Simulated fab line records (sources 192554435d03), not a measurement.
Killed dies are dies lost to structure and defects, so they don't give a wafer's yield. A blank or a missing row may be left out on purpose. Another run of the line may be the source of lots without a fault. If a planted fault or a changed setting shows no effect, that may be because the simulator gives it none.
Which tool is to blame? | flow n5-finfet | route of 1938 steps, sampled at 1 step: 11 lots, 31 wafers

== WHAT THE GAUGES READ, wafer by wafer ==
N5_MOL_CONTACT_COAG_CD_MEAS_99 targets a cd of 17.2 nm. Usual: cd-nm reads 17.0 nm (standard deviation 0.38).
lot  | measured     | on        | cd-nm (nm)     | flag
L377 | day 5 03:54  | cd-sem-01 | 17.2 16.7 17.3 |
L378 | day 5 08:56  | cd-sem-03 | 17.5 17.2      |
L382 | day 6 05:38  | cd-sem-02 | 16.7 16.7 17.4 |
L383 | day 6 09:44  | cd-sem-02 | 16.8 16.9 16.7 |
L385 | day 7 02:28  | cd-sem-01 | 16.9 17.3      |
L386 | day 7 04:17  | cd-sem-03 | 17.3 16.9 16.4 |
L387 | day 7 10:31  | cd-sem-01 | 16.6 18.2 17.2 |
L388 | day 7 18:02  | cd-sem-02 | 17.0 16.8 17.3 |
L389 | day 7 20:32  | cd-sem-01 | 16.8 16.9 16.8 |
L397 | day 9 19:36  | cd-sem-02 | 16.8 17.0 17.2 |
L398 | day 10 07:58 | cd-sem-03 | 17.1 17.7 17.2 |

== EACH LOT AND THE TOOL THAT RAN IT (in order: tool; ch and the chambers of the sampled wafers; start) ==
There is no process step in the record ahead of these readings.

== WHAT THE TOOLS THEMSELVES READ (means of the sampled wafers that have a number; where no wafer has one, the mark that the record gives instead) ==
The record holds no such reading with a usual standard deviation.

== THE ANSWER, worked out from the rows above alone ==
Rule: a lot is off if the mean of its wafers that have a number lies more than 3 standard deviations from the usual mean. Also off: a lot with no number at a reading for which 4 or more lots have one. All remaining lots with rows at the step are treated as sound. Order of review: gauges by route order, followed by the tools' own readings, for which a lot's mean as printed above is used. At the first step where some lot is off, the reading lying furthest off is the one used; lots without a number count as furthest.
No lot is off at any reading shown: from this, nothing can be told.

== WHAT THE SIMULATOR HAD PUT IN ==
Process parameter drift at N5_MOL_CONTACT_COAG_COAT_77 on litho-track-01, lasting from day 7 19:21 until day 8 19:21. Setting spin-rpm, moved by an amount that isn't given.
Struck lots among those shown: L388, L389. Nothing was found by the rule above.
